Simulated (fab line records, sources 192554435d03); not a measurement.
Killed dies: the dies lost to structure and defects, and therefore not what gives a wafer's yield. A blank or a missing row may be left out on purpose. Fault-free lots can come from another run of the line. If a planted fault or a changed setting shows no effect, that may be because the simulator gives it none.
Matching of chambers / flow n5 finfet / cvd co-02 running N5_BEOL_M5_PRE_CLEAN_77: 3 sister chambers
The step time 15 s. 3 wafers are shown with their chamber, then 12 later ones without.

EACH WAFER AND ITS CHAMBER
wafer=L086.1; chamber=1; heater power w (W)=85
wafer=L091.1; chamber=0; heater power w (W)=77
wafer=L091.4; chamber=2; heater power w (W)=82

WAFERS WITHOUT THEIR CHAMBER
wafer=L093.1; heater power w (W)=88
wafer=L093.5; heater power w (W)=76
wafer=L093.6; heater power w (W)=87
wafer=L094.2; heater power w (W)=75
wafer=L094.3; heater power w (W)=88
wafer=L094.5; heater power w (W)=74
wafer=L095.1; heater power w (W)=87
wafer=L095.2; heater power w (W)=76
wafer=L095.4; heater power w (W)=90
wafer=L096.2; heater power w (W)=73
wafer=L096.3; heater power w (W)=88
wafer=L096.4; heater power w (W)=88

WHICH CHAMBER EACH WENT THROUGH
wafer=L093.1; from the rows above=can't be placed: 1 or 2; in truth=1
wafer=L093.5; from the rows above=can't be placed: 0 or 2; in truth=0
wafer=L093.6; from the rows above=can't be placed: 1 or 2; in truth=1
wafer=L094.2; from the rows above=can't be placed: 0 or 2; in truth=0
wafer=L094.3; from the rows above=can't be placed: 1 or 2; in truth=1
wafer=L094.5; from the rows above=can't be placed: 0 or 2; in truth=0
wafer=L095.1; from the rows above=can't be placed: 1 or 2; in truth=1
wafer=L095.2; from the rows above=can't be placed: 0 or 2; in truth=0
wafer=L095.4; from the rows above=can't be placed: 1 or 2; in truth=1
wafer=L096.2; from the rows above=can't be placed: 0 or 2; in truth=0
wafer=L096.3; from the rows above=can't be placed: 1 or 2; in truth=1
wafer=L096.4; from the rows above=can't be placed: 1 or 2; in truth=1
0 of 12 placed correctly. From these rows, 12 cannot be placed; in 12 the true chamber is one of the candidates. Wrongly placed: 0.
How it was worked out, from the rows above alone: a wafer's distance from a chamber is the root of the sum, over the readings, of the square of ((its reading less the chamber's mean) divided by the reading's scatter). The wafer belongs to the nearest chamber; if the next one is less than 2 further off, it can't be placed. A chamber's mean is the mean of its shown wafers. The scatter: with one shown wafer a chamber, the root of the mean of the squares of how far each hidden wafer lies from its nearest shown one.
